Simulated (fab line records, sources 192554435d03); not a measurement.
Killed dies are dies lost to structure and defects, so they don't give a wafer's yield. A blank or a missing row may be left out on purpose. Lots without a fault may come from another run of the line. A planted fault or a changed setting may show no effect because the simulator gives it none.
fab line records | flow n5_finfet
record lots=7 wafers=39
route steps=1938 shown BEOL_M0_SAQP@695 BEOL_M3@931 BEOL_M6@1233 BEOL_M8@1348 BEOL_M11@1552
start_h: hours from the record's first day to the start of the lot's first wafer shown | wait_h: hours since the lot's step before | " the same as in the row above | L1.1+2: a row that stands for several wafers | - no value, or no start given | * or withheld: withheld | < > ~ a bound
route shown NAME@n: a module of which the file shows steps, and the number in the route of the first | usual: mean/standard deviation of fault-free wafers | same: alike in all rows | chamber/n: place in a boat | sites: the reading at each site | _std_site: their standard deviation | _edge_site: outer sites' mean less inner sites' | radius_mm: how far each site lies from the wafer's centre | mask NAME#n: copy n | behind: the tool/chamber that last shaped the wafer | hold: why the lot was held/for how many hours/how that ended | device: the transistor (n, p or np) that didn't switch | end of line: the same wafers' tests at the end of the route | a step without rows: its recipe alone | killed: dies lost to structure and defects at the first sort, not the wafer's yield | map: a wafer's dies, x killed, . not, _ none there
set.NAME: the setting as run; set.NAME@STEP: as run at that earlier step | model.NAME: the simulator's own value behind a step, which no gauge read
lots whose settings were changed on purpose; a table a step, a row a wafer
## steps
# step N5_BEOL_M0_SAQP_CUT_ETCH_46
# recipe chemistry=N2/H2 target=SOC target_depth_a=1350 overetch_a=270 temp_c=40 time_s=202.5 ion_energy_ev=200 mask_material=SiARC pressure_mtorr=30 source_w=840 bias_w=150 n2_flow_sccm=200 h2_flow_sccm=200
# columns lot.wafer tool chamber start_h wait_h set.target_depth_a model.SiARC_of_BEOL_M0_SAQP_COAT_72.thk_nm model.BEOL_M0_SAQP.cd_nm
L074.1 rie_diel-03 3 117.80 0.0 2119 0 34.8
L074.2 " 0 " " 2119 0.2 34
L074.3 " 1 " " 1350 5 30.2
L074.4 " 2 " " 1350 5 30.6
L074.5 " 3 " " 1350 4.4 30.4
L074.6 " 2 " " 2119 0.2 34.2
L077.1 rie_diel-03 2 128.66 0.0 1350 5 29.6
L077.2+4 " 0,1 " " 1350 5.2 29.6
L077.3 " 3 " " 1350 4.6 30
L077.5 " 3 " " 1350 4.6 29.4
L077.6 " 0 " " 1350 5 29.8
L079.1 rie_diel-01 1 140.84 0.0 1350 4.8 29.6
L079.2 " 0 " " 1350 5 30.6
L079.3 " 2 " " 1350 4.6 29.6
L079.4 " 1 " " 1350 4.8 30
L079.5 " 2 " " 1350 4.6 29.8
L079.6 " 0 " " 1350 4.8 30.2
L081.1 rie_diel-03 0 154.69 0.0 1350 4.8 30.4
L081.2+3 " 2,1 " " 1698 2.8 30.8
L081.4 " 1 " " 1350 5 30.2
L081.5 " 0 " " 1350 4.8 30.2
L081.6 " 2 " " 1698 2.8 31.2
L083.2 rie_diel-02 2 164.88 0.0 1350 5 30.2
L083.5+6 " 1,2 " " 1350 5 30
L088.1+6 rie_diel-01 1,0 198.17 0.0 1350 4.8 30
L088.2 " 0 " " 1746 2.4 30.8
L088.3 " 2 " " 1746 2 30.4
L088.4 " 3 " " 1350 5 29.8
L088.5 " 3 " " 1746 2.4 31
L090.1 rie_diel-01 3 206.17 0.0 1350 4.8 29.8
L090.2 " 2 " " 1350 4.4 30
L090.3 " 0 " " 1350 4.8 30.6
L090.4+5 " 1,3 " " 1705 2.6 31
L090.6 " 2 " " 1705 2.2 30.8
# step N5_BEOL_M0_SAQP_STRIP_74
# recipe chemistry=N2/H2 temp_c=40 n2_flow_sccm=200 h2_flow_sccm=200 rf_frequency_hz=6e+07
# step N5_BEOL_M0_SAQP_STRIP_89
# recipe chemistry=N2/H2 temp_c=40 n2_flow_sccm=200 h2_flow_sccm=200 rf_frequency_hz=6e+07
# step N5_BEOL_M0_SAQP_ALD_48
# recipe material=SiO2 target_thk_a=200 temp_c=100 ald_precursor_family=BDEAS ald_co_reactant=O2-plasma pulse_time_s=1 co_reactant_pulse_time_s=1 purge_time_s=2 co_reactant_purge_time_s=2 ald_cycles=139 pressure_torr=2
# step N5_BEOL_M0_SAQP_ETCH_49
# recipe chemistry=CF4/O2 target_depth_a=370 target=SiO2 pressure_mtorr=40 source_w=535 bias_w=49 Ar_flow_sccm=100 cf4_flow_sccm=100 O2_flow_sccm=10 ion_energy_ev=100
# columns lot.wafer tool chamber start_h wait_h set.target_depth_a@BEOL_M0_SAQP_CUT_ETCH_46 model.BEOL_M0_SAQP.cd_nm
L074.1 rie_diel-02 3 118.53 0.3 2119 34.8
L074.2 " 0 " " 2119 34
L074.3 " 1 " " 1350 30.2
L074.4+5 " 2,0 " " 1350 30.4
L074.6 " 3 " " 2119 34.2
L077.1+2+4 rie_diel-02 2,1,3 130.65 0.3 1350 29.6
L077.3 " 0 " " 1350 30
L077.5 " 3 " " 1350 29.4
L077.6 " 0 " " 1350 29.8
L079.1+3 rie_diel-02 2,1 141.78 0.5 1350 29.6
L079.2 " 3 " " 1350 30.6
L079.4 " 3 " " 1350 30
L079.5 " 1 " " 1350 29.8
L079.6 " 2 " " 1350 30.2
L081.1+5 rie_diel-01 1,0 155.42 0.3 1350 30.2
L081.2 " 2 " " 1698 31
L081.3 " 3 " " 1698 30.8
L081.4 " 0 " " 1350 30.4
L081.6 " 1 " " 1698 31.2
L083.2 rie_diel-01 0 165.61 0.3 1350 30.2
L083.5+6 " 0,3 " " 1350 30
L088.1+6 rie_diel-02 1,3 198.90 0.3 1350 30
L088.2 " 2 " " 1746 30.8
L088.3 " 0 " " 1746 30.4
L088.4 " 3 " " 1350 29.8
L088.5 " 0 " " 1746 31
L090.1 rie_diel-02 3 206.89 0.3 1350 29.8
L090.2 " 2 " " 1350 30
L090.3 " 1 " " 1350 30.6
L090.4+5 " 1,3 " " 1705 31
L090.6 " 2 " " 1705 30.8
# step N5_BEOL_M3_ILD_DEP_00
# recipe material=SiOC target_thk_a=790 temp_c=350 precursor=DEMS/O2 pressure_torr=5 rf_w=500 time_s=15.3
# columns lot.wafer tool chamber start_h wait_h set.target_thk_a model.SiOC_of_BEOL_M3_ILD_DEP_00.thk_nm
L074.1 pecvd-04 1 138.34 0.0 790 78
L074.2 " 2 " " 1039 102.8
L074.3 " 0 " " 1039 103.2
L074.4 " 2 " " 790 79.2
L074.5 " 1 " " 1039 105.2
L074.6 " 0 " " 790 78.6
L077.1 pecvd-04 0 155.31 0.0 449.5 43.2
L077.2 " 1 " " 790 77.4
L077.3 " 2 " " 790 77.6
L077.4 " 0 " " 449.5 45.2
L077.5 " 1 " " 449.5 44.2
L077.6 " 2 " " 790 79.8
L079.1 pecvd-02 0 172.70 0.0 790 77
L079.2 " 2 " " 790 79.2
L079.3 " 1 " " 790 78
L079.4 " 2 " " 790 80.8
L079.5 " 1 " " 790 78.8
L079.6 " 0 " " 790 78.4
L081.1 pecvd-01 0 186.43 0.0 1071 105.6
L081.2+3 " 1,2 " " 1071 106.8
L081.4 " 2 " " 790 79.4
L081.5 " 0 " " 790 79.8
L081.6 " 1 " " 790 81
L083.2 pecvd-02 0 198.61 0.0 790 77.2
L083.5 " 2 " " 790 80.4
L083.6 " 1 " " 790 79.6
L088.1 pecvd-04 0 229.03 0.0 1213 120.2
L088.2 " 1 " " 790 78.8
L088.3 " 1 " " 790 79
L088.4+5 " 0 " " 1213 121.6
L088.6 " 1 " " 790 79.2
L090.1 pecvd-02 0 236.94 0.0 1052 102.8
L090.2 " 2 " " 1052 104.2
L090.3+4 " 1,0 " " 790 77.2
L090.5 " 2 " " 790 78.8
L090.6 " 1 " " 1052 105.8
# step N5_BEOL_M3_THK_MEAS_01
# recipe reads=SiOC_of_BEOL_M3_ILD_DEP_00
# usual M3_ILD_THK=79.1/1
# columns lot.wafer tool chamber start_h wait_h set.target_thk_a@BEOL_M3_ILD_DEP_00 M3_ILD_THK[nm]
L074.1 film_metro-02 - 138.41 0.0 790 78.0
L074.2 " - " " 1039 102.8
L074.3 " - " " 1039 103.3
L074.4 " - " " 790 79.2
L074.5 " - " " 1039 105.2
L074.6 " - " " 790 78.6
L077.1 film_metro-01 - 155.38 0.0 449.5 43.3
L077.2 " - " " 790 77.3
L077.3 " - " " 790 77.6
L077.4 " - " " 449.5 45.2
L077.5 " - " " 449.5 44.3
L077.6 " - " " 790 79.7
L079.1 film_metro-02 - 172.77 0.0 790 76.9
L079.2 " - " " 790 79.1
L079.3 " - " " 790 78.1
L079.4 " - " " 790 80.8
L079.5 " - " " 790 78.8
L079.6 " - " " 790 78.5
L081.1 film_metro-01 - 186.50 0.0 1071 105.7
L081.2 " - " " 1071 106.7
L081.3 " - " " 1071 106.9
L081.4 " - " " 790 79.3
L081.5 " - " " 790 79.8
L081.6 " - " " 790 80.9
L083.2 film_metro-01 - 198.67 0.1 790 77.2
L083.5 " - " " 790 80.3
L083.6 " - " " 790 79.6
L088.1 film_metro-01 - 229.12 0.1 1213 120.2
L088.2 " - " " 790 78.9
L088.3 " - " " 790 79.0
L088.4 " - " " 1213 121.7
L088.5 " - " " 1213 121.6
L088.6 " - " " 790 79.2
L090.1 film_metro-01 - 237.01 0.0 1052 102.7
L090.2 " - " " 1052 104.1
L090.3 " - " " 790 77.3
L090.4 " - " " 790 77.2
L090.5 " - " " 790 78.8
L090.6 " - " " 1052 105.8
# step N5_BEOL_M6_ETCH_66
# recipe chemistry=N2/H2 target=SOC target_depth_a=800 overetch_a=160 mask_material=SiARC temp_c=40 time_s=120 ion_energy_ev=200 pressure_mtorr=30 source_w=840 bias_w=150 n2_flow_sccm=200 h2_flow_sccm=200
# columns lot.wafer tool chamber start_h wait_h set.target_depth_a model.SiARC_of_BEOL_M6_COAT_64.thk_nm model.etch.depth_nm model.BEOL_M6.cd_nm
L074.1 rie_diel-06 2 182.91 0.0 800 6.4 60.26 40
L074.2 " 0 " " 1221 4.2 60.09 41.4
L074.3 " 3 " " 1221 4 60.12 41
L074.4 " 3 " " 1221 4 60.02 41.4
L074.5 " 0 " " 800 6.6 60.22 40.2
L074.6 " 2 " " 800 6.4 60.2 40.2
L077.1 rie_diel-05 3 203.50 0.0 1219 4.2 60.04 40.8
L077.2 " 1 " " 800 6.4 60.13 40
L077.3 " 0 " " 800 6.4 59.96 39.6
L077.4 " 2 " " 800 6.4 59.94 40
L077.5 " 3 " " 1219 4 59.88 40.6
L077.6 " 0 " " 1219 4 59.95 40.6
L079.1 rie_diel-05 2 208.48 0.0 800 6.4 59.82 40.2
L079.2 " 1 " " 408.9 8.6 57.24 39.2
L079.3 " 0 " " 408.9 8.8 57.24 39
L079.4 " 0 " " 800 6.4 59.83 40
L079.5 " 2 " " 800 6.4 59.92 40
L079.6 " 1 " " 408.9 8.6 56.87 39.4
L081.1 rie_diel-04 2 230.47 0.0 602.6 7.6 60.02 39.8
L081.2 " 0 " " 800 6.4 60.16 40.4
L081.3 " 3 " " 800 6.2 60.07 40.2
L081.4 " 1 " " 602.6 7.6 60.05 39.6
L081.5 " 1 " " 800 6.4 60.05 40
L081.6 " 2 " " 602.6 7.4 60.11 39.8
L083.2+5 rie_diel-04 2,0 239.01 0.0 800 6.4 60.05 39.8
L083.6 " 1 " " 800 6.4 60.02 39.8
L088.1 rie_diel-06 0 267.74 0.0 995.4 5.4 60.23 40.8
L088.2 " 2 " " 800 6.4 60.26 40.2
L088.3 " 3 " " 995.4 5.2 60.39 40.6
L088.4 " 0 " " 800 6.6 60.16 40.2
L088.5 " 3 " " 995.4 5 60.1 40.8
L088.6 " 2 " " 800 6.4 60.14 40.2
L090.1 rie_diel-05 1 282.13 0.0 1239 3.8 60.27 41
L090.2 " 2 " " 800 6.4 60.27 40
L090.3 " 0 " " 1239 4 60.25 41
L090.4 " 3 " " 1239 3.8 60.22 41
L090.5 " 2 " " 800 6.4 60.16 40.2
L090.6 " 3 " " 800 6.4 60.12 40
# step N5_BEOL_M8_DESCUM_16
# recipe chemistry=O2 time_s=7.9 source_power_w=50 bias_power_w=20 pressure_mtorr=20 rf_frequency_hz=2.712e+07 temp_c=40 resist=CAR-ArF o2_flow_sccm=225
# columns lot.wafer tool chamber start_h wait_h set.time_s model.CAR-ArF_of_BEOL_M8_COAT_05.thk_nm
L074.1+4 rie_diel-04 3 197.29 0.0 3.67 86
L074.2 " 2 " " 3.67 85.8
L074.3 " 1 " " 7.9 83.6
L074.5 " 1 " " 7.9 83.2
L074.6 " 2 " " 7.9 83
L077.1+4 rie_diel-06 2,0 218.37 0.0 10.94 81.4
L077.2 " 3 " " 10.94 81.6
L077.3 " 1 " " 7.9 83.6
L077.5 " 0 " " 7.9 83.8
L077.6 " 3 " " 7.9 83
L079.1 rie_diel-05 2 221.80 0.0 6.261 84.6
L079.2+5 " 0 " " 7.9 83.4
L079.3 " 1 " " 6.261 83.8
L079.4 " 2 " " 6.261 84
L079.6 " 1 " " 7.9 83.2
L081.1 rie_diel-05 1 245.89 0.0 7.9 83.8
L081.2+5 " 0 " " 7.9 83.6
L081.3+6 " 3,1 " " 3.874 86
L081.4 " 2 " " 3.874 86.2
L083.2+5+6 rie_diel-06 3,0,1 255.69 0.0 7.9 84
L088.1+6 rie_diel-05 1 283.65 0.2 7.9 84
L088.2 " 0 " " 7.9 83.8
L088.3+5 " 2 " " 3.967 86.4
L088.4 " 3 " " 3.967 86.6
L090.1 rie_diel-06 3 297.66 0.1 3.222 86.2
L090.2 " 1 " " 7.9 83.4
L090.3+5 " 0,1 " " 3.222 86.4
L090.4 " 0 " " 7.9 83.2
L090.6 " 3 " " 7.9 83.6
# step N5_BEOL_M11_DESCUM_16
# recipe chemistry=O2 time_s=7.9 source_power_w=50 bias_power_w=20 pressure_mtorr=20 rf_frequency_hz=2.712e+07 temp_c=40 resist=CAR-ArF o2_flow_sccm=225
# columns lot.wafer tool chamber start_h wait_h set.time_s model.CAR-ArF_of_BEOL_M11_COAT_05.thk_nm
L074.1 rie_diel-03 0 228.58 0.0 5.577 85
L074.2+6 " 1 " " 7.9 83.6
L074.3 " 3 " " 7.9 83.8
L074.4 " 0 " " 5.577 85.4
L074.5 " 3 " " 5.577 84.6
L077.1+3+5 rie_diel-01 0,1,3 242.82 0.0 10.65 81.6
L077.2+4+6 " 3,2,0 " " 7.9 83.2
L079.1+3+5 rie_diel-01 2,1,1 243.17 0.1 7.9 83.4
L079.2+4+6 " 0,3,0 " " 10.34 82
L081.1+3+5 rie_diel-03 2,0,0 275.53 0.3 7.9 83.6
L081.2 " 1 " " 7.9 83.8
L081.4+6 " 3,1 " " 7.9 83.4
L083.2+5+6 rie_diel-01 0,0,1 280.45 0.0 7.9 83.8
L088.1 rie_diel-01 3 308.08 0.1 7.9 83.4
L088.2 " 1 " " 7.9 83.2
L088.3 " 3 " " 7.9 83.6
L088.4 " 1 " " 10.49 82
L088.5+6 " 1,3 " " 10.49 81.8
L090.1+4+6 rie_diel-01 1,3,0 325.74 0.0 11.02 81.6
L090.2 " 2 " " 7.9 83.2
L090.3 " 0 " " 7.9 83.6
L090.5 " 1 " " 7.9 83.4
# step N5_BEOL_M11_ETCH_61
# recipe chemistry=CF4 target=SiARC target_depth_a=390 mask_material=CAR-ArF time_s=65 ion_energy_ev=80 pressure_mtorr=40 source_w=545 bias_w=36 Ar_flow_sccm=100 cf4_flow_sccm=100 ends=cleared
# columns lot.wafer tool chamber start_h wait_h set.time_s@BEOL_M11_DESCUM_16 model.CAR-ArF_of_BEOL_M11_COAT_05.thk_nm
L074.1 rie_diel-03 0 228.61 0.0 5.577 57
L074.2+3+6 " 1,3,1 " " 7.9 55.8
L074.4 " 0 " " 5.577 57.6
L074.5 " 3 " " 5.577 56.8
L077.1+5 rie_diel-01 0,3 242.85 0.0 10.65 53.8
L077.2+6 " 3,0 " " 7.9 55.4
L077.3 " 1 " " 10.65 53.6
L077.4 " 2 " " 7.9 55.2
L079.1+3+5 rie_diel-01 2,1,1 243.20 0.0 7.9 55.4
L079.2 " 0 " " 10.34 53.8
L079.4+6 " 3,0 " " 10.34 54
L081.1+3+4+6 rie_diel-03 2,0,3,1 275.56 0.0 7.9 55.4
L081.2 " 1 " " 7.9 55.8
L081.5 " 0 " " 7.9 55.6
L083.2 rie_diel-01 0 280.48 0.0 7.9 55.6
L083.5+6 " 0,1 " " 7.9 55.8
L088.1+2 rie_diel-01 3,1 308.13 0.0 7.9 55.4
L088.3 " 3 " " 7.9 55.6
L088.4 " 1 " " 10.49 54
L088.5+6 " 1,3 " " 10.49 53.8
L090.1+4+6 rie_diel-01 1,3,0 325.77 0.0 11.02 53.4
L090.2 " 2 " " 7.9 55.4
L090.3+5 " 0,1 " " 7.9 55.6
## key
split step=N5_BEOL_M0_SAQP_CUT_ETCH_46 setting=target_depth_a stated=1350 by=wafer
response step=N5_BEOL_M0_SAQP_CUT_ETCH_46 reading=model.SiARC_of_BEOL_M0_SAQP_COAT_72.thk_nm change=-0.083 per=1% r=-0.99
response step=N5_BEOL_M0_SAQP_CUT_ETCH_46 reading=model.BEOL_M0_SAQP.cd_nm change=+0.0523 per=1% r=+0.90
response step=N5_BEOL_M0_SAQP_ETCH_49 reading=model.BEOL_M0_SAQP.cd_nm change=+0.0533 per=1% r=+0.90
split step=N5_BEOL_M3_ILD_DEP_00 setting=target_thk_a stated=790 by=wafer
response step=N5_BEOL_M3_ILD_DEP_00 reading=model.SiOC_of_BEOL_M3_ILD_DEP_00.thk_nm change=+0.783 per=1% r=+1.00
response step=N5_BEOL_M3_THK_MEAS_01 reading=M3_ILD_THK change=+0.783 per=1% r=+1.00
split step=N5_BEOL_M6_ETCH_66 setting=target_depth_a stated=800 by=wafer
response step=N5_BEOL_M6_ETCH_66 reading=model.SiARC_of_BEOL_M6_COAT_64.thk_nm change=-0.0461 per=1% r=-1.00
response step=N5_BEOL_M6_ETCH_66 reading=model.etch.depth_nm shape=bent at_lowest=57.11 at_stated=60.09 at_highest=60.25
response step=N5_BEOL_M6_ETCH_66 reading=model.BEOL_M6.cd_nm change=+0.0181 per=1% r=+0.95
split step=N5_BEOL_M8_DESCUM_16 setting=time_s stated=7.9 by=wafer
response step=N5_BEOL_M8_DESCUM_16 reading=model.CAR-ArF_of_BEOL_M8_COAT_05.thk_nm change=-0.0493 per=1% r=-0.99
split step=N5_BEOL_M11_DESCUM_16 setting=time_s stated=7.9 by=wafer
response step=N5_BEOL_M11_DESCUM_16 reading=model.CAR-ArF_of_BEOL_M11_COAT_05.thk_nm change=-0.0458 per=1% r=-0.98
response step=N5_BEOL_M11_ETCH_61 reading=model.CAR-ArF_of_BEOL_M11_COAT_05.thk_nm change=-0.0489 per=1% r=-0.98
